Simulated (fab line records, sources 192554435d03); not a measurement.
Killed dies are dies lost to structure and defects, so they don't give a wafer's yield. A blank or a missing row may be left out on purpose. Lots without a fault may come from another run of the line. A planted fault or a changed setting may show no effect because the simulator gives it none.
fab line records | flow n5_finfet | part 1 of 2: steps 1 to 15 of 26
record lots=5 wafers=15 last_day=17
route steps=1938 shown MOL_CONTACT_COAG@576
lots that met no fault: from a run of the same line without faults
start_h: hours from the record's first day to the start of the lot's first wafer shown | wait_h: hours since the lot's step before | " the same as in the row above | L1.1+2: a row that stands for several wafers | - no value, or no start given | * or withheld: withheld | < > ~ a bound
route shown NAME@n: a module of which the file shows steps, and the number in the route of the first | usual: mean/standard deviation of fault-free wafers | same: alike in all rows | chamber/n: place in a boat | sites: the reading at each site | _std_site: their standard deviation | _edge_site: outer sites' mean less inner sites' | radius_mm: how far each site lies from the wafer's centre | mask NAME#n: copy n | behind: the tool/chamber that last shaped the wafer | hold: why the lot was held/for how many hours/how that ended | device: the transistor (n, p or np) that didn't switch | end of line: the same wafers' tests at the end of the route | a step without rows: its recipe alone | killed: dies lost to structure and defects at the first sort, not the wafer's yield | map: a wafer's dies, x killed, . not, _ none there
set.NAME: the setting as run; set.NAME@STEP: as run at that earlier step | model.NAME: the simulator's own value behind a step, which no gauge read
lots at some steps of the route; a table a step, a row a wafer
services: from which hour (start_h, from the record's first day; less than 0 if before it) a tool's chamber was out of use, for how many hours, and why
## steps
# step N5_MOL_CONTACT_COAG_DESCUM_88
# recipe chemistry=O2 time_s=7 source_power_w=50 bias_power_w=20 pressure_mtorr=20 rf_frequency_hz=2.712e+07 temp_c=40 resist=CAR-EUV o2_flow_sccm=225
# usual drypump_motor_current_A=5.9/0.47 oes_product_au=0.76/0.088 rf_vpp_V=243.0/1.2 showerhead_plenum_p_Torr=2.07/0.063 throttle_valve_pct=20.36/0.26
# columns lot.wafer tool chamber start_h wait_h drypump_motor_current_A oes_product_au rf_hours_counter_h rf_vpp_V showerhead_plenum_p_Torr throttle_valve_pct
L077.1 rie_diel-05 2 117.90 0.3 6.0 0.70 224 242.5 1.98 20.56
L077.4 " 3 " " 6.1 0.71 211 245.7 2.14 20.06
L077.6 " 1 " " 5.0 0.73 - 243.3 2.08 20.13
L080.1 rie_diel-03 2 137.52 0.0 6.0 0.73 207 245.3 2.16 20.91
L080.2 " 1 " " 6.5 0.89 43 242.2 2.04 20.01
L080.3 " 0 " " 5.3 0.73 174 241.6 2.09 20.47
L085.2 rie_diel-05 1 171.28 0.0 5.0 0.72 193 243.5 2.07 20.15
L085.3 " 2 " " 6.0 0.68 242 240.4 1.98 20.59
L085.4 " 3 " " 6.1 0.69 229 242.6 2.13 20.09
L090.1 rie_diel-03 0 195.93 0.0 5.3 0.71 197 242.7 2.09 20.52
L090.2 " 2 " " 6.0 0.71 231 243.6 2.15 20.96
L090.4 " 1 " " 6.6 0.85 67 243.6 2.03 20.04
L095.1 rie_diel-05 2 232.77 0.4 5.9 1.02 3 246.1 2.24 20.29
L095.2 " 1 " " 5.0 0.71 213 240.0 2.06 20.16
L095.4 " 1 " " 5.0 0.71 - 244.6 2.06 20.19
# step N5_MOL_CONTACT_COAG_ETCH_89
# recipe chemistry=N2/H2 target=underlayer target_depth_a=130 mask_material=CAR-EUV time_s=10.4 ion_energy_ev=200 pressure_mtorr=30 source_w=840 bias_w=150 n2_flow_sccm=200 h2_flow_sccm=200 ends=cleared
# usual drypump_motor_current_A=5.9/0.47 etch_rf_on_time_s=10.40/0.24 oes_product_au=0.65/0.075 rf_vpp_V=523.3/2.5 showerhead_plenum_p_Torr=2.52/0.072 throttle_valve_pct=17.85/0.26
# columns lot.wafer tool chamber start_h wait_h drypump_motor_current_A etch_rf_on_time_s oes_product_au rf_hours_counter_h rf_vpp_V showerhead_plenum_p_Torr throttle_valve_pct
L077.1 rie_diel-05 2 117.93 0.0 6.0 10.52 0.59 224 518.7 2.42 18.13
L077.4 " 3 " " 6.2 10.70 0.60 211 525.6 2.61 17.56
L077.6 " 1 " " 5.0 10.64 0.61 - 523.3 2.54 17.72
L080.1 rie_diel-03 2 137.55 0.0 6.0 10.48 0.62 207 526.6 2.62 18.42
L080.2 " 1 " " 6.6 9.85 0.77 43 523.2 2.49 17.53
L080.3 " 0 " " 5.3 10.40 0.63 174 522.3 2.52 17.84
L085.2 rie_diel-05 1 171.32 0.0 5.0 10.60 0.61 193 523.9 2.53 17.75
L085.3 " 2 " " 6.0 10.50 0.59 242 519.8 2.41 18.15
L085.4 " 3 " " 6.1 10.69 0.59 229 524.6 2.60 17.60
L090.1 rie_diel-03 0 195.97 0.0 5.4 10.53 0.61 197 522.8 2.51 17.84
L090.2 " 2 " " 6.0 10.51 0.60 231 526.2 2.61 18.45
L090.4 " 1 " " 6.6 9.93 0.74 67 522.1 2.48 17.57
L095.1 rie_diel-05 2 232.81 0.0 6.0 10.03 0.85 3 528.7 2.72 17.79
L095.2 " 1 " " 5.0 10.52 0.60 213 524.0 2.52 17.76
L095.4 " 1 " " 5.0 10.51 0.60 - 523.3 2.52 17.76
# step N5_MOL_CONTACT_COAG_ETCH_90
# recipe chemistry=CF4 target=SiARC target_depth_a=130 mask_material=CAR-EUV time_s=21.7 ion_energy_ev=80 pressure_mtorr=40 source_w=545 bias_w=36 Ar_flow_sccm=100 cf4_flow_sccm=100 ends=cleared
# usual drypump_motor_current_A=5.9/0.46 etch_rf_on_time_s=21.7/0.5 oes_product_au=0.65/0.075 rf_vpp_V=183.9/1.2 showerhead_plenum_p_Torr=2.13/0.06 throttle_valve_pct=15.60/0.23
# columns lot.wafer tool chamber start_h wait_h drypump_motor_current_A etch_rf_on_time_s oes_product_au rf_hours_counter_h rf_vpp_V showerhead_plenum_p_Torr throttle_valve_pct
L077.1 rie_diel-05 2 117.95 0.0 5.9 21.7 0.61 224 183.6 2.04 15.81
L077.4 " 3 " " 6.1 21.7 0.60 211 184.6 2.20 15.44
L077.6 " 1 " " 5.0 21.6 0.63 - 182.4 2.14 15.47
L080.1 rie_diel-03 2 137.57 0.0 6.0 21.7 0.62 207 184.6 2.20 16.04
L080.2 " 1 " " 6.6 20.5 0.76 43 183.2 2.10 15.26
L080.3 " 0 " " 5.3 21.8 0.62 174 183.3 2.14 15.66
L085.2 rie_diel-05 1 171.34 0.0 5.0 22.0 0.61 193 183.8 2.13 15.49
L085.3 " 2 " " 5.9 21.5 0.59 242 182.3 2.03 15.84
L085.4 " 3 " " 6.1 22.0 0.60 229 183.0 2.20 15.49
L090.1 rie_diel-03 0 195.99 0.0 5.4 21.8 0.61 197 182.9 2.13 15.72
L090.2 " 2 " " 6.0 22.0 0.60 231 184.9 2.19 16.10
L090.4 " 1 " " 6.6 20.7 0.73 67 182.5 2.09 15.31
L095.1 rie_diel-05 2 232.83 0.0 5.9 20.8 0.86 3 185.5 2.28 15.40
L095.2 " 1 " " 5.0 22.1 0.59 213 183.7 2.12 15.53
L095.4 " 1 " " 5.0 22.0 0.59 - 183.9 2.12 15.54
# step N5_MOL_CONTACT_COAG_ALD_131
# recipe material=SiO2 target_thk_a=50 temp_c=100 ald_precursor_family=BDEAS ald_co_reactant=O2-plasma pulse_time_s=1 co_reactant_pulse_time_s=1 purge_time_s=2 co_reactant_purge_time_s=2 ald_cycles=35 pressure_torr=2
# usual heater_power_w=77/6.5 precursor_pulse_height_rel=0.998/0.019 susceptor_temp_C=100.00/0.12
# columns lot.wafer tool chamber start_h wait_h heater_power_w precursor_pulse_height_rel susceptor_temp_C
L077.1 ald_sin-03 3 118.04 0.1 87 1.003 100.00
L077.4 " 2 " " 80 1.018 100.09
L077.6 " 0 " " 72 1.036 99.81
L080.1 ald_sin-04 3 137.65 0.1 75 0.996 100.09
L080.2 " 0 " " 76 0.976 100.04
L080.3 " 2 " " 78 0.972 99.87
L085.2 ald_sin-04 0 171.42 0.1 77 0.995 99.80
L085.3 " 3 " " 74 1.009 100.15
L085.4 " 1 " " 80 1.022 99.73
L090.1 ald_sin-02 2 196.07 0.1 83 0.987 99.74
L090.2 " 0 " " 67 1.011 100.20
L090.4 " 3 " " 67 0.982 99.88
L095.1 ald_sin-04 2 232.91 0.1 78 0.994 99.94
L095.2 " 0 " " 78 1.012 100.04
L095.4 " 3 " " 73 1.015 99.94
# step N5_MOL_CONTACT_COAG_ETCHBACK_132
# recipe chemistry=CHF3 target=SiO2 target_depth_a=100 time_s=6.7 ion_energy_ev=200 pressure_mtorr=30 source_w=610 bias_w=170 Ar_flow_sccm=200 CHF3_flow_sccm=50
# usual drypump_motor_current_A=5.9/0.46 oes_product_au=0.75/0.091 rf_vpp_V=520/9.5 showerhead_plenum_p_Torr=2.37/0.069 throttle_valve_pct=18.66/0.21
# columns lot.wafer tool chamber start_h wait_h drypump_motor_current_A oes_product_au rf_hours_counter_h rf_vpp_V showerhead_plenum_p_Torr throttle_valve_pct
L077.1 rie_diel-03 3 118.37 0.2 5.5 0.95 17 529 2.35 18.70
L077.4 " 1 " " 6.5 0.90 - 518 2.34 18.38
L077.6 " 3 " " 5.5 0.95 - 528 2.35 18.73
L080.1 rie_diel-03 1 137.83 0.1 6.6 0.89 43 519 2.33 18.39
L080.2 " 0 " " 5.4 0.73 174 520 2.37 18.76
L080.3 " 3 " " 5.5 0.93 25 528 2.35 18.74
L085.2 rie_diel-04 2 171.68 0.2 6.4 0.70 210 513 2.34 18.95
L085.3 " 3 " " 6.1 0.80 115 537 2.31 18.51
L085.4 " 2 " " 6.4 0.70 - 513 2.34 18.94
L090.1 rie_diel-05 0 196.25 0.1 5.9 0.68 241 507 2.24 18.57
L090.2 " 2 " " 5.9 0.67 245 515 2.24 18.84
L090.4 " 3 " " 6.2 0.69 232 506 2.44 18.52
L095.1 rie_diel-04 2 233.09 0.1 6.3 0.69 234 514 2.33 18.99
L095.2 " 0 " " 6.6 0.69 222 531 2.45 18.55
L095.4 " 0 " " 6.6 0.68 - 531 2.45 18.55
# step N5_MOL_CONTACT_COAG_ETCH_91
# recipe chemistry=N2/H2 target=SOC target_depth_a=600 overetch_a=210 mask_material=SiARC temp_c=40 time_s=101.2 ion_energy_ev=200 pressure_mtorr=30 source_w=840 bias_w=150 n2_flow_sccm=200 h2_flow_sccm=200
# usual drypump_motor_current_A=5.9/0.47 oes_product_au=0.63/0.068 rf_vpp_V=523.6/2.2 showerhead_plenum_p_Torr=2.53/0.074 throttle_valve_pct=17.78/0.23
# columns lot.wafer tool chamber start_h wait_h drypump_motor_current_A oes_product_au rf_hours_counter_h rf_vpp_V showerhead_plenum_p_Torr throttle_valve_pct
L077.1 rie_diel-03 3 118.40 0.0 5.5 0.78 17 523.0 2.51 17.75
L077.4 " 1 " " 6.6 0.74 - 522.4 2.49 17.47
L077.6 " 3 " " 5.5 0.78 - 521.4 2.51 17.73
L080.1 rie_diel-03 1 137.87 0.0 6.6 0.73 43 522.7 2.49 17.48
L080.2 " 0 " " 5.4 0.61 174 523.3 2.52 17.78
L080.3 " 3 " " 5.5 0.76 25 522.7 2.50 17.75
L085.2 rie_diel-04 2 171.71 0.0 6.3 0.59 210 523.4 2.52 18.15
L085.3 " 3 " " 6.1 0.66 115 520.9 2.45 17.62
L085.4 " 2 " " 6.4 0.60 - 522.6 2.52 18.16
L090.1 rie_diel-05 0 196.28 0.0 5.8 0.57 241 520.4 2.41 17.84
L090.2 " 2 " " 5.9 0.58 245 520.7 2.41 18.12
L090.4 " 3 " " 6.2 0.58 232 524.5 2.60 17.58
L095.1 rie_diel-04 2 233.12 0.0 6.4 0.58 234 522.8 2.51 18.18
L095.2 " 0 " " 6.6 0.58 222 526.3 2.62 17.62
L095.4 " 0 " " 6.6 0.58 - 526.2 2.62 17.63
# step N5_MOL_CONTACT_COAG_STRIP_92
# recipe chemistry=N2/H2 temp_c=40 n2_flow_sccm=200 h2_flow_sccm=200 rf_frequency_hz=6e+07
# columns lot.wafer tool chamber start_h wait_h
L077.1+4+6 rie_diel-03 3,1,3 118.47 0.0
L080.1+2+3 rie_diel-03 1,0,3 137.94 0.0
L085.2+3+4 rie_diel-04 2,3,2 171.78 0.0
L090.1+2+4 rie_diel-05 0,2,3 196.35 0.0
L095.1+2+4 rie_diel-04 2,0,0 233.19 0.0
# step N5_MOL_CONTACT_COAG_STRIP_93
# recipe chemistry=N2/H2 temp_c=40 n2_flow_sccm=200 h2_flow_sccm=200 rf_frequency_hz=6e+07
# columns lot.wafer tool chamber start_h wait_h
L077.1+4+6 rie_diel-03 3,1,3 118.48 0.0
L080.1+2+3 rie_diel-03 1,0,3 137.95 0.0
L085.2+3+4 rie_diel-04 2,3,2 171.79 0.0
L090.1+2+4 rie_diel-05 0,2,3 196.36 0.0
L095.1+2+4 rie_diel-04 2,0,0 233.20 0.0
# step N5_MOL_CONTACT_COAG_ETCHBACK_135
# recipe chemistry=CHF3 target=SiO2 target_depth_a=250 time_s=16.7 ion_energy_ev=200 pressure_mtorr=30 source_w=610 bias_w=170 Ar_flow_sccm=200 CHF3_flow_sccm=50
# usual drypump_motor_current_A=5.9/0.46 oes_product_au=0.75/0.091 rf_vpp_V=520/9.6 showerhead_plenum_p_Torr=2.37/0.069 throttle_valve_pct=18.66/0.21
# columns lot.wafer tool chamber start_h wait_h drypump_motor_current_A oes_product_au rf_hours_counter_h rf_vpp_V showerhead_plenum_p_Torr throttle_valve_pct
L077.1 rie_diel-03 3 118.49 0.0 5.5 0.94 17 528 2.35 18.71
L077.4 " 1 " " 6.6 0.90 - 516 2.34 18.38
L077.6 " 3 " " 5.5 0.95 - 530 2.35 18.73
L080.1 rie_diel-03 1 137.96 0.0 6.5 0.90 43 515 2.33 18.40
L080.2 " 0 " " 5.3 0.74 174 521 2.38 18.75
L080.3 " 3 " " 5.5 0.93 25 529 2.35 18.73
L085.2 rie_diel-04 2 171.80 0.0 6.4 0.70 210 514 2.34 18.93
L085.3 " 3 " " 6.1 0.79 115 538 2.31 18.52
L085.4 " 2 " " 6.3 0.70 - 512 2.34 18.95
L090.1 rie_diel-05 0 196.37 0.0 5.9 0.67 241 506 2.24 18.57
L090.2 " 2 " " 5.9 0.68 245 516 2.24 18.84
L090.4 " 3 " " 6.2 0.68 232 507 2.44 18.52
L095.1 rie_diel-04 2 233.21 0.0 6.3 0.68 234 513 2.33 19.01
L095.2 " 0 " " 6.5 0.68 222 531 2.45 18.56
L095.4 " 0 " " 6.6 0.68 - 531 2.45 18.55
# step N5_MOL_CONTACT_COAG_STRIP_118
# recipe chemistry=CHF3 resist=SiARC rf_frequency_hz=6e+07
# columns lot.wafer tool chamber start_h wait_h
L077.1+4+6 rie_diel-03 3,1,3 118.52 0.0
L080.1+2+3 rie_diel-03 1,0,3 137.98 0.0
L085.2+3+4 rie_diel-04 2,3,2 171.83 0.0
L090.1+2+4 rie_diel-05 0,2,3 196.40 0.0
L095.1+2+4 rie_diel-04 2,0,0 233.24 0.0
# step N5_MOL_CONTACT_COAG_VIA_ETCH_46
# recipe chemistry=C4F6/O2 target_depth_a=460 overetch_a=92 mask_material=SOC target=SiO2 bias_w=455 pressure_mtorr=10 time_s=40 source_w=325 Ar_flow_sccm=300 C4F6_flow_sccm=10 O2_flow_sccm=10 ion_energy_ev=575.3 ends=end_point
# usual O2_flow_sccm=10.00/0.031 drypump_motor_current_A=5.9/0.46 oes_product_au=0.67/0.073 rf_vpp_V=1576/26 showerhead_plenum_p_Torr=2.83/0.082 throttle_valve_pct=40.7/0.37
# columns lot.wafer tool chamber start_h wait_h O2_flow_sccm drypump_motor_current_A oes_product_au rf_hours_counter_h rf_vpp_V showerhead_plenum_p_Torr throttle_valve_pct
L077.1 rie_diel-03 3 118.53 0.0 10.02 5.5 0.83 17 1598 2.81 41.1
L077.4 " 1 " " 10.03 6.6 0.79 - 1570 2.79 40.5
L077.6 " 3 " " 10.04 5.5 0.82 - 1600 2.81 41.1
L080.1 rie_diel-03 1 137.99 0.0 10.04 6.6 0.79 43 1569 2.79 40.5
L080.2 " 0 " " 10.03 5.3 0.66 174 1578 2.84 40.8
L080.3 " 3 " " 9.94 5.5 0.82 25 1600 2.81 41.1
L085.2 rie_diel-04 2 171.84 0.0 10.04 6.4 0.63 210 1558 2.79 40.8
L085.3 " 3 " " 9.94 6.1 0.72 115 1625 2.75 40.8
L085.4 " 2 " " 10.03 6.4 0.63 - 1559 2.79 40.9
L090.1 rie_diel-05 0 196.41 0.0 10.04 5.9 0.61 241 1539 2.67 40.3
L090.2 " 2 " " 10.01 5.9 0.62 246 1564 2.68 40.8
L090.4 " 3 " " 9.99 6.1 0.63 232 1537 2.92 40.7
L095.1 rie_diel-04 2 233.25 0.0 10.01 6.3 0.61 234 1557 2.78 40.8
L095.2 " 0 " " 9.99 6.6 0.62 222 1607 2.92 40.5
L095.4 " 0 " " 10.01 6.6 0.63 - 1607 2.92 40.5
# step N5_MOL_CONTACT_COAG_STRIP_96
# recipe chemistry=N2/H2 power_w=500 temp_c=40 pressure_mtorr=50 rf_frequency_hz=6e+07 overash_fraction=0.3 bias_power_w=28 h2_frac=0.5 n2_flow_sccm=300 h2_flow_sccm=300
# usual drypump_motor_current_A=5.9/0.47 oes_product_au=0.76/0.09 rf_vpp_V=121.8/1.3 showerhead_plenum_p_Torr=3.35/0.094 throttle_valve_pct=18.90/0.28
# columns lot.wafer tool chamber start_h wait_h drypump_motor_current_A oes_product_au rf_hours_counter_h rf_vpp_V showerhead_plenum_p_Torr throttle_valve_pct
L077.1 rie_diel-03 3 118.59 0.0 5.5 0.94 17 121.6 3.31 18.75
L077.4 " 1 " " 6.6 0.90 - 121.8 3.30 18.65
L077.6 " 3 " " 5.5 0.94 - 122.0 3.31 18.77
L080.1 rie_diel-03 1 138.06 0.0 6.6 0.89 43 121.6 3.29 18.65
L080.2 " 0 " " 5.4 0.73 174 121.6 3.33 18.97
L080.3 " 3 " " 5.5 0.93 25 120.3 3.31 18.76
L085.2 rie_diel-04 2 171.90 0.0 6.4 0.71 210 119.9 3.33 19.14
L085.3 " 3 " " 6.1 0.81 115 120.3 3.24 18.84
L085.4 " 2 " " 6.4 0.70 - 124.1 3.33 19.13
L090.1 rie_diel-05 0 196.47 0.0 5.9 0.67 241 120.2 3.19 18.93
L090.2 " 2 " " 6.0 0.68 246 120.2 3.18 19.31
L090.4 " 3 " " 6.2 0.69 232 125.4 3.43 18.56
L095.1 rie_diel-04 2 233.31 0.0 6.4 0.70 234 121.0 3.32 19.18
L095.2 " 0 " " 6.6 0.69 222 121.2 3.45 18.78
L095.4 " 0 " " 6.6 0.70 - 122.2 3.45 18.75
# step N5_MOL_CONTACT_COAG_ETCH_47
# recipe chemistry=CH3F/O2 target=SiNx target_depth_a=270 mask_material=SiO2 stop_on=W over_etch_frac=0.2 ion_energy_ev=120 endpoint=OES-CN pressure_mtorr=30 source_w=395 bias_w=73 Ar_flow_sccm=150 CH3F_flow_sccm=30 O2_flow_sccm=20 ends=end_point
# usual O2_flow_sccm=20.00/0.058 drypump_motor_current_A=5.9/0.46 etch_rf_on_time_s=31.3/0.66 oes_product_au=0.67/0.081 rf_vpp_V=295/5.3 showerhead_plenum_p_Torr=1.99/0.06 throttle_valve_pct=16.30/0.21
# same over_etch_frac=0.2
# columns lot.wafer tool chamber start_h wait_h O2_flow_sccm drypump_motor_current_A etch_rf_on_time_s oes_product_au rf_hours_counter_h rf_vpp_V showerhead_plenum_p_Torr throttle_valve_pct
L077.1 rie_diel-03 3 118.63 0.0 20.04 5.5 30.3 0.84 17 299 1.98 16.31
L077.4 " 1 " " 20.00 6.5 30.4 0.80 - 294 1.96 16.00
L077.6 " 3 " " 20.05 5.5 30.0 0.85 - 299 1.98 16.30
L080.1 rie_diel-03 1 138.10 0.0 20.00 6.6 29.7 0.79 43 294 1.96 16.00
L080.2 " 0 " " 19.92 5.4 31.2 0.65 174 296 2.00 16.42
L080.3 " 3 " " 19.99 5.5 30.2 0.82 25 301 1.98 16.32
L085.2 rie_diel-04 2 171.94 0.0 19.92 6.3 31.8 0.62 210 292 1.97 16.59
L085.3 " 3 " " 19.98 6.0 31.7 0.71 115 305 1.94 16.13
L085.4 " 2 " " 19.91 6.3 31.9 0.62 - 290 1.96 16.59
L090.1 rie_diel-05 0 196.51 0.0 20.05 5.8 31.8 0.61 241 289 1.88 16.26
L090.2 " 2 " " 19.96 6.0 32.2 0.61 246 292 1.88 16.48
L090.4 " 3 " " 20.14 6.1 32.1 0.61 232 288 2.05 16.20
L095.1 rie_diel-04 2 233.35 0.0 20.09 6.3 31.1 0.62 234 292 1.96 16.65
L095.2 " 0 " " 20.06 6.6 31.9 0.61 222 300 2.06 16.18
L095.4 " 0 " " 19.97 6.6 31.8 0.61 - 302 2.06 16.18
# step N5_MOL_CONTACT_COAG_STRIP_119
# recipe chemistry=N2/H2 time_s=30 power_w=1000 temp_c=250 pressure_mtorr=withheld n2_flow_sccm=1750 h2_flow_sccm=3250
# usual drypump_motor_current_A=5.8/0.69 heater_power_w=318/22
# columns lot.wafer tool chamber start_h wait_h drypump_motor_current_A heater_power_w rf_hours_counter_h
L077.1 plasma_asher-02 1 118.71 0.1 5.2 311 94
L077.4 " 1 " " 5.2 305 -
L077.6 " 0 " " 6.7 336 -
L080.1 plasma_asher-01 1 138.18 0.1 5.7 352 47
L080.2 " 0 " " 5.3 276 47
L080.3 " 1 " " 5.7 351 -
L085.2 plasma_asher-02 1 172.02 0.1 5.2 312 105
L085.3 " 1 " " 5.2 306 -
L085.4 " 0 " " 6.7 328 -
L090.1 plasma_asher-02 0 196.59 0.1 6.7 316 110
L090.2 " 1 " " 5.2 308 110
L090.4 " 1 " " 5.2 308 -
L095.1 plasma_asher-02 1 233.43 0.1 5.2 305 117
L095.2 " 0 " " 6.7 329 117
L095.4 " 1 " " 5.2 309 -
# step N5_MOL_CONTACT_COAG_PRECLEAN_144
# recipe chemistry=alkaline_clean temp_c=60 time_s=60 do_ppb=50
# columns lot.wafer tool chamber start_h wait_h
L077.1+4+6 wet_bench-04 3,1,0 118.80 0.1
L080.1+2+3 wet_bench-04 1,2,0 138.26 0.1
L085.2+3+4 wet_bench-05 5,6,2 172.11 0.1
L090.1+2+4 wet_bench-05 4,5,3 196.68 0.1
L095.1+2+4 wet_bench-05 0,4,3 233.52 0.1
